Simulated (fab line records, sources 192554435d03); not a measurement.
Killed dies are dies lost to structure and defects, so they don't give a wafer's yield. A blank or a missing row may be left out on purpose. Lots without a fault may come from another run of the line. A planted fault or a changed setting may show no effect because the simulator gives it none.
fab line records | flow n5_finfet | part 2 of 2: steps 5 to 6 of 6
record lots=24 wafers=72 last_day=17
route steps=1938 shown BEOL_M7@1265
lots that met no fault: from a run of the same line without faults
start_h: hours from the record's first day to the start of the lot's first wafer shown | wait_h: hours since the lot's step before | " the same as in the row above | L1.1+2: a row that stands for several wafers | - no value, or no start given | * or withheld: withheld | < > ~ a bound
route shown NAME@n: a module of which the file shows steps, and the number in the route of the first | usual: mean/standard deviation of fault-free wafers | same: alike in all rows | chamber/n: place in a boat | sites: the reading at each site | _std_site: their standard deviation | _edge_site: outer sites' mean less inner sites' | radius_mm: how far each site lies from the wafer's centre | mask NAME#n: copy n | behind: the tool/chamber that last shaped the wafer | hold: why the lot was held/for how many hours/how that ended | device: the transistor (n, p or np) that didn't switch | end of line: the same wafers' tests at the end of the route | a step without rows: its recipe alone | killed: dies lost to structure and defects at the first sort, not the wafer's yield | map: a wafer's dies, x killed, . not, _ none there
set.NAME: the setting as run; set.NAME@STEP: as run at that earlier step | model.NAME: the simulator's own value behind a step, which no gauge read
steps of the route over a sample of lots; a table a step, a row a wafer
services: from which hour (start_h, from the record's first day; less than 0 if before it) a tool's chamber was out of use, for how many hours, and why
## steps
# step N5_BEOL_M7_ETCH_41
# recipe chemistry=CH3F/O2 target=SiCN target_depth_a=319 taper_deg=2 time_s=57.8 ion_energy_ev=120 mask_material=TiN pressure_mtorr=30 source_w=395 bias_w=75 Ar_flow_sccm=150 CH3F_flow_sccm=30 O2_flow_sccm=20
# usual drypump_motor_current_A=5.9/0.39 oes_product_au=0.75/0.09 rf_vpp_V=297.0/1.6 showerhead_plenum_p_Torr=1.98/0.076 throttle_valve_pct=16.44/0.26
# columns lot.wafer tool chamber start_h wait_h drypump_motor_current_A oes_product_au rf_hours_counter_h rf_vpp_V showerhead_plenum_p_Torr throttle_valve_pct
L075.2 rie_diel-05 2 - - 6.2 0.69 235 294.5 1.89 16.17
L075.5 " 3 " " 6.2 0.69 - 297.6 2.07 16.58
L075.6 " 2 " " 6.2 0.69 - 295.7 1.89 16.17
L077.3 rie_diel-06 3 - - 6.2 0.73 165 296.4 1.99 16.71
L077.5 " 3 " " 6.2 0.73 - 298.0 1.99 16.71
L077.6 " 0 " " 5.7 0.74 - 297.4 2.00 16.49
L074.1 rie_diel-06 3 - - 6.2 0.73 166 296.9 1.99 16.71
L074.2 " 1 " " 5.2 0.70 233 298.3 1.96 16.16
L074.3 " 0 " " 5.7 0.73 164 297.7 2.00 16.49
L076.3 rie_diel-05 3 - - 6.2 0.68 - 296.9 2.07 16.59
L076.4 " 2 " " 6.2 0.69 - 295.2 1.89 16.19
L076.5 " 3 " " 6.2 0.68 - 298.2 2.07 16.59
L080.2 rie_diel-06 3 - - 6.2 0.73 175 296.7 1.99 16.74
L080.4 " 0 " " 5.7 0.74 173 298.5 2.00 16.52
L080.6 " 0 " " 5.7 0.74 - 295.8 2.00 16.51
L079.1 rie_diel-05 2 - - 6.2 0.68 244 295.6 1.89 16.19
L079.3 " 0 " " 6.4 0.94 8 299.6 2.12 16.41
L079.4 " 1 " " 6.0 0.73 182 296.1 1.99 16.22
L078.2 rie_diel-01 3 - - 5.6 0.71 206 299.1 2.08 16.64
L078.3 " 0 " " 6.2 0.70 225 295.8 1.90 16.48
L078.4 " 2 " " 5.2 0.90 28 296.2 1.95 16.15
L081.2 rie_diel-05 1 - - 6.0 0.73 184 296.3 1.99 16.20
L081.5 " 1 " " 6.0 0.73 - 298.3 1.99 16.23
L081.6 " 2 " " 6.2 0.69 - 294.5 1.89 16.21
L082.1 rie_diel-05 2 - - 6.2 0.68 250 294.7 1.89 16.20
L082.4 " 2 " " 6.2 0.68 - 295.1 1.89 16.22
L082.5 " 0 " " 6.4 0.92 - 300.0 2.12 16.40
L083.1 rie_diel-06 2 - - 5.6 0.78 154 293.7 1.84 16.48
L083.4 " 3 " " 6.2 0.72 182 296.8 1.99 16.74
L083.6 " 2 " " 5.6 0.78 - 295.5 1.84 16.48
L084.1 rie_diel-01 1 - - 6.1 0.69 236 297.2 1.97 16.63
L084.3 " 0 " " 6.2 0.69 232 295.1 1.89 16.51
L084.4 " 3 " " 5.6 0.69 215 298.5 2.08 16.66
L086.1 rie_diel-05 3 - - 6.2 0.68 238 297.8 2.06 16.64
L086.2 " 1 " " 6.0 0.73 191 297.5 1.99 16.24
L086.4 " 0 " " 6.4 0.90 - 299.8 2.12 16.42
L085.3 rie_diel-01 3 - - 5.6 0.69 217 298.8 2.08 16.66
L085.5 " 1 " " 6.1 0.68 - 297.1 1.97 16.60
L085.6 " 3 " " 5.6 0.69 - 297.5 2.08 16.66
L087.1 rie_diel-06 1 - - 5.2 0.97 1 296.7 1.96 15.74
L087.3 " 3 " " 6.2 0.72 193 295.9 1.98 16.76
L087.6 " 0 " " 5.6 0.73 - 298.7 1.99 16.54
L088.1 rie_diel-06 2 - - 5.7 0.76 168 294.4 1.83 16.49
L088.2 " 3 " " 6.2 0.71 196 296.9 1.98 16.78
L088.4 " 1 " " 5.2 0.94 4 297.0 1.96 15.75
L090.3 rie_diel-06 1 - - 5.2 0.96 5 297.5 1.95 15.74
L090.4 " 2 " " 5.6 0.77 169 293.9 1.83 16.49
L090.6 " 1 " " 5.2 0.95 - 297.4 1.95 15.76
L092.2 rie_diel-05 2 - - 6.2 0.96 8 300.1 2.14 15.79
L092.3 " 1 " " 6.1 0.72 203 296.8 1.98 16.26
L092.4 " 0 " " 6.4 0.88 30 299.4 2.12 16.45
L089.1 rie_diel-06 0 - - 5.7 0.71 197 298.9 1.99 16.54
L089.2 " 1 " " 5.2 0.92 8 297.6 1.95 15.75
L089.4 " 3 " " 6.2 0.70 200 296.5 1.98 16.80
L091.2 rie_diel-06 3 - - 6.2 0.70 200 297.6 1.98 16.78
L091.3 " 2 " " 5.7 0.76 172 295.1 1.83 16.49
L091.5 " 3 " " 6.2 0.71 - 296.7 1.98 16.81
L093.4 rie_diel-01 2 - - 5.2 0.85 - 297.4 1.95 16.19
L093.5 " 0 " " 6.2 0.69 - 295.1 1.89 16.53
L093.6 " 3 " " 5.6 0.68 - 298.6 2.07 16.69
L095.3 rie_diel-01 2 - - 5.2 0.86 53 296.4 1.95 16.20
L095.4 " 0 " " 6.2 0.69 - 295.0 1.89 16.53
L095.5 " 2 " " 5.2 0.86 - 297.2 1.95 16.20
L094.1 rie_diel-01 2 - - 5.2 0.85 53 297.1 1.95 16.21
L094.3 " 3 " " 5.6 0.69 238 298.9 2.07 16.70
L094.5 " 3 " " 5.6 0.69 - 297.4 2.07 16.70
L096.3 rie_diel-01 3 - - 5.6 0.68 241 297.1 2.07 16.72
L096.5 " 1 " " 6.1 0.96 - 296.8 1.96 16.17
L096.6 " 3 " " 5.6 0.69 - 299.1 2.07 16.70
L097.1 rie_diel-01 2 - - 5.2 0.84 61 296.3 1.94 16.21
L097.3 " 3 " " 5.6 0.68 246 298.5 2.07 16.70
L097.5 " 1 " " 6.1 0.94 - 296.9 1.96 16.19
# step N5_BEOL_M7_ALD_77
# recipe material=TaN target_thk_a=20 temp_c=275 ald_precursor_family=PDMAT ald_co_reactant=NH3 pressure_torr=3 carrier_flow_sccm=1500 pulse_time_s=2 purge_time_s=3 co_reactant_purge_time_s=2 co_reactant_pulse_time_s=3 ald_cycles=40 precursor_vessel_temp_c=75 precursor_vessel_pressure_torr=26.25 precursor_vessel_carrier_sccm=1000
# usual heater_power_w=447/45 precursor_vessel_pressure_torr=26.25/0.051
# same co_reactant_purge_time_s=2
# columns lot.wafer tool chamber start_h wait_h heater_power_w precursor_vessel_pressure_torr
L075.2 ald_metal-02 0 202.79 0.0 473 26.25
L075.5 " 2 " " 439 26.28
L075.6 " 1 " " 468 26.25
L077.3 ald_metal-02 2 203.05 0.1 447 26.15
L077.5 " 2 " " 441 26.23
L077.6 " 1 " " 459 26.22
L074.1 ald_metal-02 2 204.82 0.1 442 26.24
L074.2 " 3 " " 399 26.23
L074.3 " 0 " " 486 26.32
L076.3 ald_metal-04 2 205.80 0.0 515 26.25
L076.4 " 3 " " 433 26.25
L076.5 " 2 " " 518 26.33
L080.2 ald_metal-03 1 231.64 0.0 436 26.25
L080.4 " 3 " " 456 26.16
L080.6 " 1 " " 441 26.27
L078.2 ald_metal-03 1 231.96 0.1 429 26.34
L078.3 " 2 " " 386 26.28
L078.4 " 3 " " 451 26.25
L079.1 ald_metal-02 2 231.96 0.2 447 26.31
L079.3 " 0 " " 488 26.22
L079.4 " 1 " " 469 26.21
L081.2 ald_metal-02 2 239.35 0.1 441 26.27
L081.5 " 0 " " 477 26.33
L081.6 " 3 " " 396 26.34
L082.1 ald_metal-04 2 249.19 0.0 509 26.26
L082.4 " 0 " " 370 26.21
L082.5 " 3 " " 423 26.28
L083.1 ald_metal-02 2 255.84 0.1 441 26.30
L083.4 " 1 " " 462 26.24
L083.6 " 1 " " 475 26.23
L084.1 ald_metal-04 0 262.61 0.1 370 26.32
L084.3 " 2 " " 513 26.24
L084.4 " 1 " " 483 26.32
L086.1 ald_metal-02 1 263.82 0.3 471 26.27
L086.2 " 0 " " 486 26.22
L086.4 " 2 " " 439 26.27
L085.3 ald_metal-04 0 270.30 0.0 373 26.31
L085.5 " 2 " " 510 26.26
L085.6 " 3 " " 433 26.21
L087.1 ald_metal-04 3 282.16 0.1 439 26.27
L087.3 " 2 " " 508 26.23
L087.6 " 3 " " 429 26.27
L088.1 ald_metal-02 1 291.88 0.1 475 26.19
L088.2 " 2 " " 431 26.19
L088.4 " 3 " " 387 26.23
L090.3 ald_metal-02 3 293.77 0.0 393 26.29
L090.4 " 1 " " 456 26.41
L090.6 " 3 " " 385 26.30
L092.2 ald_metal-02 1 299.15 0.1 469 26.33
L092.3 " 2 " " 446 26.21
L092.4 " 3 " " 394 26.21
L089.1 ald_metal-03 3 307.04 0.1 461 26.23
L089.2 " 0 " " 529 26.30
L089.4 " 2 " " 386 26.30
L091.2 ald_metal-03 1 309.26 0.1 437 26.27
L091.3 " 0 " " 535 26.28
L091.5 " 2 " " 382 26.33
L093.4 ald_metal-04 1 315.86 0.0 473 26.35
L093.5 " 3 " " 430 26.30
L093.6 " 0 " " 378 26.29
L095.3 ald_metal-04 3 325.44 0.0 436 26.36
L095.4 " 0 " " 368 26.23
L095.5 " 3 " " 434 26.23
L094.1 ald_metal-03 0 326.21 0.1 525 26.19
L094.3 " 2 " " 377 26.16
L094.5 " 0 " " 527 26.21
L096.3 ald_metal-03 1 334.28 0.1 428 26.22
L096.5 " 3 " " 461 26.22
L096.6 " 2 " " 390 26.27
L097.1 ald_metal-02 1 345.34 0.0 458 26.23
L097.3 " 2 " " 443 26.23
L097.5 " 3 " " 388 26.19
## services
# columns tool chamber start_h hours kind
rie_diel-06 0 190.33 6.5 repair
rie_diel-05 0 192.88 - clean
rie_diel-05 0 192.88 - consumable_replace:focus_ring
rie_diel-05 0 192.88 - consumable_replace:showerhead
rie_diel-06 2 195.78 28.7 repair
rie_diel-05 1 197.55 24.1 repair
ald_metal-02 - 205.81 2.8 pm
ald_metal-03 0 206.81 2.8 repair
rie_diel-05 1 244.64 5.5 repair
rie_diel-01 0 249.43 3.8 repair
rie_diel-06 1 259.30 - clean
rie_diel-06 1 259.30 - consumable_replace:focus_ring
rie_diel-06 1 259.30 16.3 scheduled_down
rie_diel-06 1 259.30 16.3 vent_cycle
rie_diel-01 2 265.90 16.8 repair
rie_diel-01 1 303.50 - clean
rie_diel-01 1 303.50 - consumable_replace:focus_ring
rie_diel-01 1 303.50 23.9 scheduled_down
rie_diel-01 1 303.50 23.9 vent_cycle
rie_diel-01 0 327.72 - clean
rie_diel-01 0 327.72 - consumable_replace:focus_ring
rie_diel-01 0 327.72 - consumable_replace:showerhead
ald_metal-03 - 337.25 14.0 pm
ald_metal-04 - 338.93 1.1 repair
